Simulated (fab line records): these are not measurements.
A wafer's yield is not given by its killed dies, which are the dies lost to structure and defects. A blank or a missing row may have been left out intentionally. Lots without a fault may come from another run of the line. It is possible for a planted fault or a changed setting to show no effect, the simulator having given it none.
Which tool was responsible?    flow nand_harc    Sampling: 10 lots, 30 wafers, 7 of 1159 route steps

WHAT THE GAUGES READ, wafer by wafer
NHARC_P_CONTACT_CD_MEAS_19. Usual: cd_nm at 89.6 nm, with a standard deviation of 2.1.
lot   measured      on         cd_nm (nm)      flag
L261  day 5 11:47   cd_sem-02  90.7 88.9 88.8  
L265  day 6 13:13   cd_sem-02  88.5 87.7 88.9  
L266  day 6 13:52   cd_sem-02  89.2 87.6 92.3  
L268  day 7 07:43   cd_sem-02  88.3 90.5 91.5  
L273  day 9 00:20   cd_sem-02  89.4 86.9 89.0  
L276  day 9 09:41   cd_sem-03  95.2 91.8 93.6  
L278  day 9 20:58   cd_sem-01  89.8 88.2 89.9  
L279  day 10 03:17  cd_sem-02  88.8 85.9 91.1  
L282  day 10 15:18  cd_sem-03  93.8 93.1 92.9  
L281  day 10 16:02  cd_sem-03  88.4 89.0 86.1  

NHARC_P_M0_CD_MEAS_09 targets a cd of 90 nm. Usual: cd_nm at 89.8 nm, with a standard deviation of 0.81.
lot   measured      on         cd_nm (nm)      flag
L261  day 5 14:59   cd_sem-02  90.3 90.1 89.6  
L265  day 6 16:22   cd_sem-02  90.6 91.2 90.1  
L266  day 6 17:02   cd_sem-02  90.4 90.3 90.5  
L268  day 7 11:01   cd_sem-01  90.0 89.0 90.7  
L273  day 9 05:07   cd_sem-02  87.5 89.1 89.8  
L276  day 9 19:24   cd_sem-02  82.4 83.0 81.9  OFF
L278  day 10 01:27  cd_sem-02  83.1 81.7 83.0  OFF
L279  day 10 06:23  cd_sem-01  90.8 90.1 89.8  
L282  day 11 03:37  cd_sem-02  89.8 91.2 90.2  
L281  day 11 03:46  cd_sem-03  89.1 87.9 89.4  

NHARC_P_M0_CD_MEAS_16. Usual: cd_nm at 89.3 nm, with a standard deviation of 1.1.
lot   measured      on         cd_nm (nm)      flag
L261  day 5 15:28   cd_sem-03  89.4 88.2 88.5  
L265  day 6 16:51   cd_sem-02  90.6 92.2 91.3  
L266  day 6 17:31   cd_sem-03  90.4 89.5 88.5  
L268  day 7 11:31   cd_sem-03  90.4 88.8 89.7  
L273  day 9 05:36   cd_sem-02  88.1 88.8 88.3  
L276  day 9 19:54   cd_sem-02  81.9 81.5 81.0  OFF
L278  day 10 01:56  cd_sem-01  82.7 81.0 83.1  OFF
L279  day 10 06:55  cd_sem-02  90.8 88.6 89.7  
L282  day 11 04:06  cd_sem-02  89.3 90.7 90.3  
L281  day 11 04:14  cd_sem-01  88.3 87.8 88.8  

NHARC_END_SORT_01. Usual: defect_limited_yield 95.2 %, standard deviation 1.6; killed_at_array 29, standard deviation 11; killed_at_other 0.5, standard deviation 0.89; killed_at_periphery 3.3, standard deviation 2; killed_dies 32, standard deviation 11; killed_open 3.1, standard deviation 1.9; killed_short 2.3, standard deviation 1.6; sort_bin_2_pct 1.5 %, standard deviation 0.71; sort_bin_3_pct 0.30 %, standard deviation 0.22; sort_bin_4_pct 3.0 %, standard deviation 1.1; sort_n_pass 645, standard deviation 11; sort_rim_yield_pct 97.3 %, standard deviation 1.8; sort_yield_pct 95.2 %, standard deviation 1.6.
lot   measured      on         defect_limited_yield (%)  killed_at_array  killed_at_other  killed_at_periphery  killed_dies  killed_open  killed_short  sort_bin_2_pct (%)  sort_bin_3_pct (%)  sort_bin_4_pct (%)  sort_n_pass  sort_rim_yield_pct (%)  sort_yield_pct (%)  flag
L266  day 20 01:26  prober-01  97.3 97.5 97.5            12 11 17         1 2 0            5 4 0                18 17 17     1 1 3        4 2 3         0.6 0.6 0.7         0 0.30 0.30         2.1 1.6 1.5         659 660 660  97.2 99.1 99.1          97.3 97.5 97.5      
L273  day 22 11:05  prober-01  96.3                      22               1                2                    25           2            6             0.6                 0                   3.1                 652          96.2                    96.3                
L276  day 23 05:57  prober-02  95.9                      24               0                4                    28           2            1             1.3                 0.30                2.5                 649          97.2                    95.9                
L278  day 24 02:16  prober-01  96.0 96.0 97.0            19 16 16         0 0 0            8 11 4               27 27 20     4 3 2        4 4 5         1.2 1.6 0.6         0.44 0.30 0.44      2.4 2.1 1.9         650 650 657  94.3 93.4 96.2          96.0 96.0 97.0      

TOOL THAT RAN EACH LOT (tool first, then ch and the chambers of the sampled wafers, then the start)
lot   NHARC_P_CONTACT_ETCH_18                        NHARC_P_CONTACT_ETCH_31                       NHARC_P_M0_PEB_07
L261  rie_diel-02 ch 0,2, day 5 11:47 or earlier     rie_diel-02 ch 0,2, day 5 11:47 or earlier    litho_track-04 ch 0, day 5 14:55
L265  rie_diel-02 ch 0,1,2, day 6 13:13 or earlier   rie_diel-02 ch 0,3, day 6 13:13 or earlier    litho_track-06 ch 0, day 6 16:17
L266  rie_diel-11 ch 1,2, day 6 13:52 or earlier     rie_diel-11 ch 1,2,3, day 6 13:52 or earlier  litho_track-01 ch 0, day 6 16:58
L268  rie_diel-11 ch 0,1,2, day 7 07:43 or earlier   rie_diel-11 ch 0,1,2, day 7 07:43 or earlier  litho_track-01 ch 0, day 7 10:56
L273  rie_diel-04 ch 0,2,3, day 9 00:20 or earlier   rie_diel-04 ch 0,1,2, day 9 00:20 or earlier  litho_track-04 ch 0, day 9 05:02
L276  rie_diel-02 ch 0,2,3, day 9 09:41 or earlier   rie_diel-02 ch 0,2,3, day 9 09:41 or earlier  litho_track-01 ch 0, day 9 19:19
L278  rie_diel-04 ch 1,3, day 9 20:58 or earlier     rie_diel-04 ch 1,3, day 9 20:58 or earlier    litho_track-01 ch 0, day 10 01:22
L279  rie_diel-11 ch 1,2, day 10 03:17 or earlier    rie_diel-11 ch 1,2, day 10 03:17 or earlier   litho_track-06 ch 0, day 10 06:18
L282  rie_diel-02 ch 0,1, day 10 15:18 or earlier    rie_diel-02 ch 0,2, day 10 15:18 or earlier   litho_track-06 ch 0, day 11 03:32
L281  rie_diel-04 ch 1,2,3, day 10 16:02 or earlier  rie_diel-04 ch 2,3, day 10 16:02 or earlier   litho_track-04 ch 0, day 11 03:41
- NHARC_P_CONTACT_ETCH_18: etches the open film in C4F8/O2/Ar, target depth 481 nm, time 240.5 s.
- NHARC_P_CONTACT_ETCH_31: etches the open film in CH3F/O2, target depth 30 nm, time 85.7 s.
- NHARC_P_M0_PEB_07: peb time 65 s.

AS READ BY THE TOOLS THEMSELVES (means over the sampled wafers that have a number; for cases with no such wafer, the mark the record gives instead)
NHARC_P_CONTACT_ETCH_18. Usual: chamber_pressure_mTorr 25.002 mTorr, standard deviation 0.021; oes_product_au 0.957 a.u., standard deviation 0.02; rf_vpp_V 981 V, standard deviation 5.8.
lot   tool         chamber_pressure_mTorr (mTorr)  oes_product_au (a.u.)  rf_vpp_V (V)  flag
L261  rie_diel-02  25.009                          0.910                  981           
L265  rie_diel-02  24.991                          0.957                  974           
L266  rie_diel-11  25.006                          0.963                  984           
L268  rie_diel-11  25.007                          0.959                  979           
L273  rie_diel-04  25.006                          0.972                  986           
L276  rie_diel-02  24.996                          0.957                  980           
L278  rie_diel-04  24.997                          0.960                  980           
L279  rie_diel-11  24.990                          0.979                  983           
L282  rie_diel-02  25.018                          0.966                  978           
L281  rie_diel-04  24.987                          0.976                  980           

NHARC_P_CONTACT_ETCH_31. Usual: chamber_pressure_mTorr 24.999 mTorr, standard deviation 0.021; drypump_motor_current_A 5.9 A, standard deviation 0.32; oes_product_au 0.977 a.u., standard deviation 0.015; rf_vpp_V 244.9 V, standard deviation 1.8; showerhead_plenum_p_Torr 2.50 Torr, standard deviation 0.11; throttle_valve_pct 20.664 %, standard deviation 0.009.
lot   tool         chamber_pressure_mTorr (mTorr)  drypump_motor_current_A (A)  oes_product_au (a.u.)  rf_vpp_V (V)  showerhead_plenum_p_Torr (Torr)  throttle_valve_pct (%)  flag
L261  rie_diel-02  25.002                          5.7                          0.970                  243.2         2.41                             20.666                  
L265  rie_diel-02  25.001                          5.8                          0.999                  246.3         2.57                             20.670                  
L266  rie_diel-11  25.008                          6.2                          0.977                  245.7         2.54                             20.667                  
L268  rie_diel-11  24.997                          6.0                          0.981                  245.3         2.48                             20.659                  
L273  rie_diel-04  24.996                          5.9                          0.974                  244.9         2.53                             20.662                  
L276  rie_diel-02  25.020                          5.7                          0.974                  245.1         2.48                             20.664                  
L278  rie_diel-04  25.004                          5.7                          0.975                  243.8         2.44                             20.665                  
L279  rie_diel-11  24.993                          6.4                          0.993                  245.4         2.55                             20.660                  
L282  rie_diel-02  25.011                          5.5                          0.983                  244.6         2.48                             20.663                  
L281  rie_diel-04  25.006                          5.9                          0.968                  245.8         2.58                             20.657                  

NHARC_P_M0_PEB_07. Usual: heater_power_total_W 156.6 W, standard deviation 0.42; plate_temp_C 100.01 C, standard deviation 0.12.
lot   tool            heater_power_total_W (W)  plate_temp_C (C)  flag
L261  litho_track-04  156.4                     100.09            
L265  litho_track-06  156.6                     99.84             
L266  litho_track-01  156.8                     99.88             
L268  litho_track-01  156.4                     100.16            
L273  litho_track-04  156.6                     99.96             
L276  litho_track-01  174.5                     -                 OFF
L278  litho_track-01  174.3                     -                 OFF
L279  litho_track-06  156.5                     100.05            
L282  litho_track-06  156.4                     99.97             
L281  litho_track-04  156.5                     100.00            

THE ANSWER, worked out from the rows above alone
Rule: lot off if the mean of its wafers having a number is beyond 3 standard deviations from the usual mean. Also off: a lot with no number at a reading for which 4 or more lots have one. Any other lot the step has rows for is counted as sound. First the gauges in route order, then the tools' own readings, where a lot's mean is used as printed above. The first step at which some lot is off is used, and at that step the reading that is off furthest; a lot without a number counts as furthest.
Off: L276, L278 (NHARC_P_M0_CD_MEAS_09, cd_nm).
If a tool, at a process step before that reading, ran all the lots that are off and no sound lot after the first of them, it fits. Not tried: the gauges at NHARC_P_M0_CD_MEAS_09; whatever is off there is also off at NHARC_P_M0_PEB_07, on other tools, and gauge error can't account for it. NHARC_P_CONTACT_ETCH_18: start missing for some lots; hours and lot order therefore follow NHARC_P_CONTACT_CD_MEAS_19. NHARC_P_CONTACT_ETCH_31: start missing for some lots; hours and lot order therefore follow NHARC_P_CONTACT_CD_MEAS_19. One candidate fits, namely litho_track-01 at NHARC_P_M0_PEB_07. Its last sound lot is L268 (day 7 10:56), its first lot that is off L276 (day 9 19:19): a fault that began between those two fits.
On the lots that are off, the tool's own readings at NHARC_P_M0_PEB_07 differ by more than 5 times the standard deviation of the sound lots' means, which bears it out; heater_power_total_W reads 174.4 W there versus 156.5 W on the sound lots.
Blank at NHARC_P_M0_PEB_07 on the lots that are off, where sound lots have numbers: plate_temp_C.

WHAT THE SIMULATOR PUT IN
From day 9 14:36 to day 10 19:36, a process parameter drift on litho_track-01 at NHARC_P_M0_PEB_07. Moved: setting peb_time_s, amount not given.
Shown lots that were struck: L276, L278. The rule given above showed the same thing.
